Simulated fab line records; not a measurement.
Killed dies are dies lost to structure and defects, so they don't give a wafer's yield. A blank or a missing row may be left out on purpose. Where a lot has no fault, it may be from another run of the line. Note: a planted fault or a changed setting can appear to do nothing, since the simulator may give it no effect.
Matching of chambers / flow n5-finfet / N5_BEOL_M2_DESCUM_16 on rie-diel-04 has 4 sister chambers
The step chemistry O2, time 7 s. 20 wafers are shown with their chamber, then 10 later ones without.

== WAFERS WITH THEIR CHAMBER ==
wafer=L075.1; chamber=2; drypump-motor-current-A (A)=5.5; showerhead-plenum-p-Torr (Torr)=2.02; throttle-valve-pct (%)=20.50
wafer=L075.2; chamber=0; drypump-motor-current-A (A)=6.4; showerhead-plenum-p-Torr (Torr)=2.15; throttle-valve-pct (%)=21.01
wafer=L075.6; chamber=2; drypump-motor-current-A (A)=5.5; showerhead-plenum-p-Torr (Torr)=2.02; throttle-valve-pct (%)=20.53
wafer=L076.3; chamber=0; drypump-motor-current-A (A)=6.3; showerhead-plenum-p-Torr (Torr)=2.15; throttle-valve-pct (%)=21.02
wafer=L076.4; chamber=1; drypump-motor-current-A (A)=6.1; showerhead-plenum-p-Torr (Torr)=2.12; throttle-valve-pct (%)=20.13
wafer=L076.5; chamber=3; drypump-motor-current-A (A)=5.7; showerhead-plenum-p-Torr (Torr)=2.17; throttle-valve-pct (%)=20.73
wafer=L077.2; chamber=3; drypump-motor-current-A (A)=5.7; showerhead-plenum-p-Torr (Torr)=2.17; throttle-valve-pct (%)=20.73
wafer=L077.3; chamber=0; drypump-motor-current-A (A)=6.4; showerhead-plenum-p-Torr (Torr)=2.15; throttle-valve-pct (%)=21.00
wafer=L077.6; chamber=0; drypump-motor-current-A (A)=6.4; showerhead-plenum-p-Torr (Torr)=2.15; throttle-valve-pct (%)=21.02
wafer=L078.1; chamber=1; drypump-motor-current-A (A)=6.1; showerhead-plenum-p-Torr (Torr)=2.11; throttle-valve-pct (%)=20.15
wafer=L078.3; chamber=3; drypump-motor-current-A (A)=5.7; showerhead-plenum-p-Torr (Torr)=2.16; throttle-valve-pct (%)=20.72
wafer=L078.6; chamber=0; drypump-motor-current-A (A)=6.4; showerhead-plenum-p-Torr (Torr)=2.15; throttle-valve-pct (%)=21.01
wafer=L080.1; chamber=1; drypump-motor-current-A (A)=6.1; showerhead-plenum-p-Torr (Torr)=2.11; throttle-valve-pct (%)=20.14
wafer=L080.4; chamber=2; drypump-motor-current-A (A)=5.5; showerhead-plenum-p-Torr (Torr)=2.02; throttle-valve-pct (%)=20.56
wafer=L080.5; chamber=0; drypump-motor-current-A (A)=6.4; showerhead-plenum-p-Torr (Torr)=2.15; throttle-valve-pct (%)=21.03
wafer=L083.2; chamber=0; drypump-motor-current-A (A)=6.4; showerhead-plenum-p-Torr (Torr)=2.14; throttle-valve-pct (%)=21.03
wafer=L083.3; chamber=2; drypump-motor-current-A (A)=5.5; showerhead-plenum-p-Torr (Torr)=2.02; throttle-valve-pct (%)=20.55
wafer=L083.5; chamber=0; drypump-motor-current-A (A)=6.4; showerhead-plenum-p-Torr (Torr)=2.14; throttle-valve-pct (%)=21.05
wafer=L085.3; chamber=1; drypump-motor-current-A (A)=6.1; showerhead-plenum-p-Torr (Torr)=2.11; throttle-valve-pct (%)=20.16
wafer=L085.4; chamber=3; drypump-motor-current-A (A)=5.7; showerhead-plenum-p-Torr (Torr)=2.16; throttle-valve-pct (%)=20.41

SIGNATURES (averages over the wafers above)
reading=drypump-motor-current-A; chamber 0=6.388; chamber 1=6.100; chamber 2=5.500; chamber 3=5.700; scatter within a chamber=0.0234
reading=showerhead-plenum-p-Torr; chamber 0=2.1475; chamber 1=2.1125; chamber 2=2.0200; chamber 3=2.1650; scatter within a chamber=0.00451
reading=throttle-valve-pct; chamber 0=21.0213; chamber 1=20.1450; chamber 2=20.5350; chamber 3=20.6475; scatter within a chamber=0.0705
Rule: for a wafer and a chamber, the distance is found by dividing, reading by reading, the gap between the wafer's reading and the chamber's mean by the reading's scatter, squaring, summing and taking the root. The wafer belongs to the nearest chamber; if the next one is less than 2 further off, it can't be placed. The scatter: the root of (the sum of the squares of (reading less its chamber's mean) over the shown wafers, divided by (wafers less chambers)).

== WAFERS MISSING THEIR CHAMBER ==
wafer=L085.6; drypump-motor-current-A (A)=5.4; showerhead-plenum-p-Torr (Torr)=2.01; throttle-valve-pct (%)=20.57
wafer=L094.1; drypump-motor-current-A (A)=6.4; showerhead-plenum-p-Torr (Torr)=2.14; throttle-valve-pct (%)=20.73
wafer=L094.2; drypump-motor-current-A (A)=6.1; showerhead-plenum-p-Torr (Torr)=2.10; throttle-valve-pct (%)=20.20
wafer=L094.6; drypump-motor-current-A (A)=5.7; showerhead-plenum-p-Torr (Torr)=2.15; throttle-valve-pct (%)=20.44
wafer=L095.1; drypump-motor-current-A (A)=6.4; showerhead-plenum-p-Torr (Torr)=2.14; throttle-valve-pct (%)=20.73
wafer=L095.3; drypump-motor-current-A (A)=5.7; showerhead-plenum-p-Torr (Torr)=2.15; throttle-valve-pct (%)=20.43
wafer=L095.5; drypump-motor-current-A (A)=5.6; showerhead-plenum-p-Torr (Torr)=2.15; throttle-valve-pct (%)=20.43
wafer=L097.2; drypump-motor-current-A (A)=5.7; showerhead-plenum-p-Torr (Torr)=2.15; throttle-valve-pct (%)=20.45
wafer=L097.4; drypump-motor-current-A (A)=6.1; showerhead-plenum-p-Torr (Torr)=2.10; throttle-valve-pct (%)=20.22
wafer=L097.6; drypump-motor-current-A (A)=5.5; showerhead-plenum-p-Torr (Torr)=2.00; throttle-valve-pct (%)=20.60

== WHICH CHAMBER EACH WENT THROUGH ==
wafer=L085.6; from the rows above=2; in truth=2
wafer=L094.1; from the rows above=0; in truth=0
wafer=L094.2; from the rows above=1; in truth=1
wafer=L094.6; from the rows above=3; in truth=3
wafer=L095.1; from the rows above=0; in truth=0
wafer=L095.3; from the rows above=3; in truth=3
wafer=L095.5; from the rows above=3; in truth=3
wafer=L097.2; from the rows above=3; in truth=3
wafer=L097.4; from the rows above=1; in truth=1
wafer=L097.6; from the rows above=2; in truth=2
Placed correctly: 10 of 10. Number that these rows cannot place: 0. Placed wrongly: 0.
